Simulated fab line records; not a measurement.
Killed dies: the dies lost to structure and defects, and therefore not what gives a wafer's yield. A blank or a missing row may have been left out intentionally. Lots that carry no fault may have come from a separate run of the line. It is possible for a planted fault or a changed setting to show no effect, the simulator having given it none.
Which tool was responsible? / flow n5 finfet / 24 lots, 72 wafers sampled, at 3 steps of a route of 1938

## WHAT EACH GAUGE READ, for each wafer
N5_BEOL_M4_OVL_MEAS_29.
lot=L076; measured=day 9 05:42; on=overlay-01; V3_OVL (nm)=-0.4 -0.3 -0.5
lot=L078; measured=day 9 06:40; on=overlay-01; V3_OVL (nm)=-0.4 0.3 -0.1
lot=L074; measured=day 9 08:32; on=overlay-01; V3_OVL (nm)=1.2 0.0 0.9
lot=L077; measured=day 9 11:56; on=overlay-01; V3_OVL (nm)=-0.1 -0.1 0.3
lot=L075; measured=day 9 18:05; on=overlay-01; V3_OVL (nm)=-1.6 0.0 -0.1
lot=L080; measured=day 9 21:07; on=overlay-01; V3_OVL (nm)=0.4 0.3 0.5
lot=L079; measured=day 9 22:44; on=overlay-02; V3_OVL (nm)=0.3 -0.3 -0.3
lot=L081; measured=day 10 09:34; on=overlay-01; V3_OVL (nm)=0.5 0.0 -0.5
lot=L082; measured=day 10 09:56; on=overlay-01; V3_OVL (nm)=0.4 0.3 0.8
lot=L083; measured=day 10 11:38; on=overlay-02; V3_OVL (nm)=-0.6 0.5 -0.2
lot=L086; measured=day 11 23:29; on=overlay-02; V3_OVL (nm)=0.5 0.7 0.2
lot=L084; measured=day 12 11:14; on=overlay-02; V3_OVL (nm)=-0.8 -0.2 -0.5
lot=L085; measured=day 12 12:20; on=overlay-01; V3_OVL (nm)=-0.2 0.0 0.4
lot=L087; measured=day 12 16:19; on=overlay-01; V3_OVL (nm)=-0.1 1.5 0.3
lot=L088; measured=day 12 19:01; on=overlay-01; V3_OVL (nm)=0.3 0.3 0.8
lot=L089; measured=day 12 20:26; on=overlay-02; V3_OVL (nm)=0.2 -0.2 0.3
lot=L091; measured=day 12 21:38; on=overlay-01; V3_OVL (nm)=0.0 0.5 0.0
lot=L090; measured=day 13 04:19; on=overlay-01; V3_OVL (nm)=-0.3 0.1 0.5
lot=L093; measured=day 13 06:10; on=overlay-02; V3_OVL (nm)=0.3 0.6 0.4
lot=L092; measured=day 13 09:33; on=overlay-02; V3_OVL (nm)=-0.3 -0.1 -0.6
lot=L094; measured=day 13 11:01; on=overlay-01; V3_OVL (nm)=0.0 -0.8 -0.3
lot=L095; measured=day 14 01:16; on=overlay-01; V3_OVL (nm)=-0.3 -0.8 -0.9
lot=L096; measured=day 14 05:29; on=overlay-02; V3_OVL (nm)=-0.7 0.5 0.2
lot=L097; measured=day 15 10:50; on=overlay-02; V3_OVL (nm)=0.2 -0.4 -1.3

## WHICH TOOL RAN EACH LOT (tool, then ch and the chambers of the sampled wafers, then the start)
lot=L076; N5_BEOL_M4_ETCH_74=rie diel-02 ch 0,1,2, day 9 04:49; N5_BEOL_M4_STRIP_66=rie diel-02 ch 0,1,2, day 9 04:59
lot=L078; N5_BEOL_M4_ETCH_74=rie diel-02 ch 0,2, day 9 05:56; N5_BEOL_M4_STRIP_66=rie diel-02 ch 0,2, day 9 06:06
lot=L074; N5_BEOL_M4_ETCH_74=rie diel-03 ch 0,1,2, day 9 07:38; N5_BEOL_M4_STRIP_66=rie diel-03 ch 0,1,2, day 9 07:49
lot=L077; N5_BEOL_M4_ETCH_74=rie diel-02 ch 0,1,2, day 9 11:10; N5_BEOL_M4_STRIP_66=rie diel-02 ch 0,1,2, day 9 11:21
lot=L075; N5_BEOL_M4_ETCH_74=rie diel-02 ch 0,1, day 9 17:12; N5_BEOL_M4_STRIP_66=rie diel-02 ch 0,1, day 9 17:23
lot=L080; N5_BEOL_M4_ETCH_74=rie diel-06 ch 0,1,3, day 9 20:17; N5_BEOL_M4_STRIP_66=rie diel-06 ch 0,1,3, day 9 20:28
lot=L079; N5_BEOL_M4_ETCH_74=rie diel-06 ch 0,1, day 9 21:58; N5_BEOL_M4_STRIP_66=rie diel-06 ch 0,1, day 9 22:08
lot=L081; N5_BEOL_M4_ETCH_74=rie diel-06 ch 0,1,2, day 10 08:38; N5_BEOL_M4_STRIP_66=rie diel-06 ch 0,1,2, day 10 08:49
lot=L082; N5_BEOL_M4_ETCH_74=rie diel-02 ch 0,3, day 10 09:04; N5_BEOL_M4_STRIP_66=rie diel-02 ch 0,3, day 10 09:14
lot=L083; N5_BEOL_M4_ETCH_74=rie diel-06 ch 1,2,3, day 10 10:49; N5_BEOL_M4_STRIP_66=rie diel-06 ch 1,2,3, day 10 11:00
lot=L086; N5_BEOL_M4_ETCH_74=rie diel-03 ch 1,2, day 11 22:35; N5_BEOL_M4_STRIP_66=rie diel-03 ch 1,2, day 11 22:46
lot=L084; N5_BEOL_M4_ETCH_74=rie diel-03 ch 0,2,3, day 12 10:08; N5_BEOL_M4_STRIP_66=rie diel-03 ch 0,2,3, day 12 10:18
lot=L085; N5_BEOL_M4_ETCH_74=rie diel-06 ch 0,1,2, day 12 11:36; N5_BEOL_M4_STRIP_66=rie diel-06 ch 0,1,2, day 12 11:46
lot=L087; N5_BEOL_M4_ETCH_74=rie diel-02 ch 2,3, day 12 15:24; N5_BEOL_M4_STRIP_66=rie diel-02 ch 2,3, day 12 15:35
lot=L088; N5_BEOL_M4_ETCH_74=rie diel-03 ch 2,3, day 12 18:16; N5_BEOL_M4_STRIP_66=rie diel-03 ch 2,3, day 12 18:26
lot=L089; N5_BEOL_M4_ETCH_74=rie diel-06 ch 0,1,2, day 12 19:33; N5_BEOL_M4_STRIP_66=rie diel-06 ch 0,1,2, day 12 19:44
lot=L091; N5_BEOL_M4_ETCH_74=rie diel-06 ch 0,1, day 12 20:45; N5_BEOL_M4_STRIP_66=rie diel-06 ch 0,1, day 12 20:56
lot=L090; N5_BEOL_M4_ETCH_74=rie diel-06 ch 0,1, day 13 03:26; N5_BEOL_M4_STRIP_66=rie diel-06 ch 0,1, day 13 03:37
lot=L093; N5_BEOL_M4_ETCH_74=rie diel-06 ch 0,1,3, day 13 05:24; N5_BEOL_M4_STRIP_66=rie diel-06 ch 0,1,3, day 13 05:35
lot=L092; N5_BEOL_M4_ETCH_74=rie diel-02 ch 0,2, day 13 08:48; N5_BEOL_M4_STRIP_66=rie diel-02 ch 0,2, day 13 08:59
lot=L094; N5_BEOL_M4_ETCH_74=rie diel-06 ch 0,1, day 13 09:56; N5_BEOL_M4_STRIP_66=rie diel-06 ch 0,1, day 13 10:07
lot=L095; N5_BEOL_M4_ETCH_74=rie diel-02 ch 1,2,3, day 14 00:14; N5_BEOL_M4_STRIP_66=rie diel-02 ch 1,2,3, day 14 00:25
lot=L096; N5_BEOL_M4_ETCH_74=rie diel-03 ch 1,2,3, day 14 04:38; N5_BEOL_M4_STRIP_66=rie diel-03 ch 1,2,3, day 14 04:49
lot=L097; N5_BEOL_M4_ETCH_74=rie diel-03 ch 0,1,3, day 15 10:02; N5_BEOL_M4_STRIP_66=rie diel-03 ch 0,1,3, day 15 10:13
- N5_BEOL_M4_ETCH_74: etches underlayer in N2/H2, target depth 6.5 nm, time 5.2 s.
- N5_BEOL_M4_STRIP_66: strips in CF4.

## WHAT THE TOOLS THEMSELVES READ (means of the sampled wafers that have a number; where no wafer has one, the mark that the record gives instead)
N5_BEOL_M4_ETCH_74.
lot=L076; tool=rie diel-02; drypump motor current A (A)=5.6; etch rf on time s (s)=5.22; n2 flow sccm (sccm)=199.9; oes product au (a.u.)=0.66; rf vpp V (V)=524.6; showerhead plenum p Torr (Torr)=2.57; throttle valve pct (%)=17.8
lot=L078; tool=rie diel-02; drypump motor current A (A)=5.8; etch rf on time s (s)=5.03; n2 flow sccm (sccm)=199.8; oes product au (a.u.)=0.73; rf vpp V (V)=526.9; showerhead plenum p Torr (Torr)=2.63; throttle valve pct (%)=17.4
lot=L074; tool=rie diel-03; drypump motor current A (A)=5.5; etch rf on time s (s)=5.09; n2 flow sccm (sccm)=199.6; oes product au (a.u.)=0.70; rf vpp V (V)=523.6; showerhead plenum p Torr (Torr)=2.52; throttle valve pct (%)=17.9
lot=L077; tool=rie diel-02; drypump motor current A (A)=5.6; etch rf on time s (s)=5.21; n2 flow sccm (sccm)=200.1; oes product au (a.u.)=0.66; rf vpp V (V)=524.9; showerhead plenum p Torr (Torr)=2.57; throttle valve pct (%)=17.8
lot=L075; tool=rie diel-02; drypump motor current A (A)=5.9; etch rf on time s (s)=5.15; n2 flow sccm (sccm)=199.8; oes product au (a.u.)=0.74; rf vpp V (V)=526.6; showerhead plenum p Torr (Torr)=2.65; throttle valve pct (%)=17.6
lot=L080; tool=rie diel-06; drypump motor current A (A)=6.0; etch rf on time s (s)=5.23; n2 flow sccm (sccm)=200.2; oes product au (a.u.)=0.60; rf vpp V (V)=524.9; showerhead plenum p Torr (Torr)=2.62; throttle valve pct (%)=17.9
lot=L079; tool=rie diel-06; drypump motor current A (A)=5.5; etch rf on time s (s)=5.14; n2 flow sccm (sccm)=200.2; oes product au (a.u.)=0.60; rf vpp V (V)=527.1; showerhead plenum p Torr (Torr)=2.62; throttle valve pct (%)=17.9
lot=L081; tool=rie diel-06; drypump motor current A (A)=5.8; etch rf on time s (s)=5.27; n2 flow sccm (sccm)=200.0; oes product au (a.u.)=0.59; rf vpp V (V)=525.2; showerhead plenum p Torr (Torr)=2.62; throttle valve pct (%)=18.0
lot=L082; tool=rie diel-02; drypump motor current A (A)=6.2; etch rf on time s (s)=5.05; n2 flow sccm (sccm)=200.7; oes product au (a.u.)=0.73; rf vpp V (V)=524.3; showerhead plenum p Torr (Torr)=2.61; throttle valve pct (%)=17.4
lot=L083; tool=rie diel-06; drypump motor current A (A)=6.1; etch rf on time s (s)=5.24; n2 flow sccm (sccm)=199.8; oes product au (a.u.)=0.58; rf vpp V (V)=526.5; showerhead plenum p Torr (Torr)=2.62; throttle valve pct (%)=17.9
lot=L086; tool=rie diel-03; drypump motor current A (A)=5.8; etch rf on time s (s)=5.11; n2 flow sccm (sccm)=199.6; oes product au (a.u.)=0.63; rf vpp V (V)=524.8; showerhead plenum p Torr (Torr)=2.56; throttle valve pct (%)=18.3
lot=L084; tool=rie diel-03; drypump motor current A (A)=5.6; etch rf on time s (s)=5.14; n2 flow sccm (sccm)=199.3; oes product au (a.u.)=0.74; rf vpp V (V)=524.1; showerhead plenum p Torr (Torr)=2.54; throttle valve pct (%)=17.6
lot=L085; tool=rie diel-06; drypump motor current A (A)=5.7; etch rf on time s (s)=5.23; n2 flow sccm (sccm)=199.8; oes product au (a.u.)=0.59; rf vpp V (V)=524.5; showerhead plenum p Torr (Torr)=2.61; throttle valve pct (%)=18.0
lot=L087; tool=rie diel-02; drypump motor current A (A)=6.0; etch rf on time s (s)=5.17; n2 flow sccm (sccm)=199.9; oes product au (a.u.)=0.66; rf vpp V (V)=522.3; showerhead plenum p Torr (Torr)=2.44; throttle valve pct (%)=17.6
lot=L088; tool=rie diel-03; drypump motor current A (A)=5.8; etch rf on time s (s)=5.30; n2 flow sccm (sccm)=200.6; oes product au (a.u.)=0.67; rf vpp V (V)=523.5; showerhead plenum p Torr (Torr)=2.51; throttle valve pct (%)=17.7
lot=L089; tool=rie diel-06; drypump motor current A (A)=5.8; etch rf on time s (s)=5.25; n2 flow sccm (sccm)=199.4; oes product au (a.u.)=0.58; rf vpp V (V)=526.7; showerhead plenum p Torr (Torr)=2.61; throttle valve pct (%)=18.0
lot=L091; tool=rie diel-06; drypump motor current A (A)=5.4; etch rf on time s (s)=5.20; n2 flow sccm (sccm)=200.2; oes product au (a.u.)=0.58; rf vpp V (V)=527.4; showerhead plenum p Torr (Torr)=2.61; throttle valve pct (%)=17.9
lot=L090; tool=rie diel-06; drypump motor current A (A)=5.4; etch rf on time s (s)=5.13; n2 flow sccm (sccm)=199.9; oes product au (a.u.)=0.59; rf vpp V (V)=526.6; showerhead plenum p Torr (Torr)=2.61; throttle valve pct (%)=17.9
lot=L093; tool=rie diel-06; drypump motor current A (A)=6.0; etch rf on time s (s)=5.21; n2 flow sccm (sccm)=200.0; oes product au (a.u.)=0.66; rf vpp V (V)=525.5; showerhead plenum p Torr (Torr)=2.61; throttle valve pct (%)=17.8
lot=L092; tool=rie diel-02; drypump motor current A (A)=5.5; etch rf on time s (s)=5.03; n2 flow sccm (sccm)=199.5; oes product au (a.u.)=0.77; rf vpp V (V)=525.2; showerhead plenum p Torr (Torr)=2.54; throttle valve pct (%)=17.4
lot=L094; tool=rie diel-06; drypump motor current A (A)=5.4; etch rf on time s (s)=5.15; n2 flow sccm (sccm)=199.8; oes product au (a.u.)=0.59; rf vpp V (V)=525.1; showerhead plenum p Torr (Torr)=2.60; throttle valve pct (%)=17.9
lot=L095; tool=rie diel-02; drypump motor current A (A)=5.7; etch rf on time s (s)=5.18; n2 flow sccm (sccm)=199.9; oes product au (a.u.)=0.72; rf vpp V (V)=520.5; showerhead plenum p Torr (Torr)=2.46; throttle valve pct (%)=17.7
lot=L096; tool=rie diel-03; drypump motor current A (A)=5.9; etch rf on time s (s)=5.15; n2 flow sccm (sccm)=199.8; oes product au (a.u.)=0.67; rf vpp V (V)=524.1; showerhead plenum p Torr (Torr)=2.58; throttle valve pct (%)=17.9
lot=L097; tool=rie diel-03; drypump motor current A (A)=5.7; etch rf on time s (s)=5.02; n2 flow sccm (sccm)=199.7; oes product au (a.u.)=0.72; rf vpp V (V)=525.4; showerhead plenum p Torr (Torr)=2.60; throttle valve pct (%)=17.8

N5_BEOL_M4_STRIP_66.
lot=L076; tool=rie diel-02; drypump motor current A (A)=5.6; oes product au (a.u.)=0.77; rf vpp V (V)=271.4; showerhead plenum p Torr (Torr)=1.81; throttle valve pct (%)=13.6
lot=L078; tool=rie diel-02; drypump motor current A (A)=5.8; oes product au (a.u.)=0.83; rf vpp V (V)=272.4; showerhead plenum p Torr (Torr)=1.85; throttle valve pct (%)=13.2
lot=L074; tool=rie diel-03; drypump motor current A (A)=5.4; oes product au (a.u.)=0.80; rf vpp V (V)=271.0; showerhead plenum p Torr (Torr)=1.79; throttle valve pct (%)=13.6
lot=L077; tool=rie diel-02; drypump motor current A (A)=5.6; oes product au (a.u.)=0.76; rf vpp V (V)=271.8; showerhead plenum p Torr (Torr)=1.81; throttle valve pct (%)=13.6
lot=L075; tool=rie diel-02; drypump motor current A (A)=5.9; oes product au (a.u.)=0.84; rf vpp V (V)=272.5; showerhead plenum p Torr (Torr)=1.85; throttle valve pct (%)=13.3
lot=L080; tool=rie diel-06; drypump motor current A (A)=6.0; oes product au (a.u.)=0.70; rf vpp V (V)=272.4; showerhead plenum p Torr (Torr)=1.86; throttle valve pct (%)=13.7
lot=L079; tool=rie diel-06; drypump motor current A (A)=5.4; oes product au (a.u.)=0.70; rf vpp V (V)=272.3; showerhead plenum p Torr (Torr)=1.85; throttle valve pct (%)=13.7
lot=L081; tool=rie diel-06; drypump motor current A (A)=5.7; oes product au (a.u.)=0.69; rf vpp V (V)=272.1; showerhead plenum p Torr (Torr)=1.85; throttle valve pct (%)=13.7
lot=L082; tool=rie diel-02; drypump motor current A (A)=6.2; oes product au (a.u.)=0.82; rf vpp V (V)=272.0; showerhead plenum p Torr (Torr)=1.83; throttle valve pct (%)=13.1
lot=L083; tool=rie diel-06; drypump motor current A (A)=6.1; oes product au (a.u.)=0.68; rf vpp V (V)=271.9; showerhead plenum p Torr (Torr)=1.85; throttle valve pct (%)=13.7
lot=L086; tool=rie diel-03; drypump motor current A (A)=5.8; oes product au (a.u.)=0.72; rf vpp V (V)=272.2; showerhead plenum p Torr (Torr)=1.81; throttle valve pct (%)=14.0
lot=L084; tool=rie diel-03; drypump motor current A (A)=5.5; oes product au (a.u.)=0.85; rf vpp V (V)=270.8; showerhead plenum p Torr (Torr)=1.80; throttle valve pct (%)=13.4
lot=L085; tool=rie diel-06; drypump motor current A (A)=5.7; oes product au (a.u.)=0.68; rf vpp V (V)=271.9; showerhead plenum p Torr (Torr)=1.84; throttle valve pct (%)=13.8
lot=L087; tool=rie diel-02; drypump motor current A (A)=6.0; oes product au (a.u.)=0.76; rf vpp V (V)=269.5; showerhead plenum p Torr (Torr)=1.73; throttle valve pct (%)=13.4
lot=L088; tool=rie diel-03; drypump motor current A (A)=5.8; oes product au (a.u.)=0.79; rf vpp V (V)=270.2; showerhead plenum p Torr (Torr)=1.78; throttle valve pct (%)=13.6
lot=L089; tool=rie diel-06; drypump motor current A (A)=5.7; oes product au (a.u.)=0.68; rf vpp V (V)=272.6; showerhead plenum p Torr (Torr)=1.84; throttle valve pct (%)=13.8
lot=L091; tool=rie diel-06; drypump motor current A (A)=5.4; oes product au (a.u.)=0.68; rf vpp V (V)=272.3; showerhead plenum p Torr (Torr)=1.84; throttle valve pct (%)=13.8
lot=L090; tool=rie diel-06; drypump motor current A (A)=5.4; oes product au (a.u.)=0.68; rf vpp V (V)=272.7; showerhead plenum p Torr (Torr)=1.84; throttle valve pct (%)=13.8
lot=L093; tool=rie diel-06; drypump motor current A (A)=6.0; oes product au (a.u.)=0.77; rf vpp V (V)=272.1; showerhead plenum p Torr (Torr)=1.85; throttle valve pct (%)=13.6
lot=L092; tool=rie diel-02; drypump motor current A (A)=5.5; oes product au (a.u.)=0.88; rf vpp V (V)=271.8; showerhead plenum p Torr (Torr)=1.81; throttle valve pct (%)=13.2
lot=L094; tool=rie diel-06; drypump motor current A (A)=5.4; oes product au (a.u.)=0.68; rf vpp V (V)=272.5; showerhead plenum p Torr (Torr)=1.84; throttle valve pct (%)=13.8
lot=L095; tool=rie diel-02; drypump motor current A (A)=5.6; oes product au (a.u.)=0.83; rf vpp V (V)=270.0; showerhead plenum p Torr (Torr)=1.75; throttle valve pct (%)=13.4
lot=L096; tool=rie diel-03; drypump motor current A (A)=5.9; oes product au (a.u.)=0.78; rf vpp V (V)=272.4; showerhead plenum p Torr (Torr)=1.82; throttle valve pct (%)=13.7
lot=L097; tool=rie diel-03; drypump motor current A (A)=5.6; oes product au (a.u.)=0.82; rf vpp V (V)=271.2; showerhead plenum p Torr (Torr)=1.83; throttle valve pct (%)=13.5

## THE ANSWER, worked out from the rows above alone
Rule: usual is defined by the lots themselves. The widest of any qualifying gaps counts: lots, ordered by their means at a reading, are off when they make up no more than a third of the lots, leave a main group of 4 or more, and stand apart from it by 3 or more times the standard deviation of that group's means. Not used: any main group whose means are identical at the precision the tables above print for the reading. A lot without any number at a reading at which 4 lots or more have one is off too. Any other lot the step has rows for is counted as sound. After the gauges, taken in route order, come the tools' own readings; for these a lot's mean is taken, as printed above. The first step at which some lot is off is used, and at that step the reading that is off furthest; a lot without a number counts as furthest.
No lot is off on any of the readings shown, so nothing can be concluded from this.

## WHAT THE SIMULATOR HAD PUT IN
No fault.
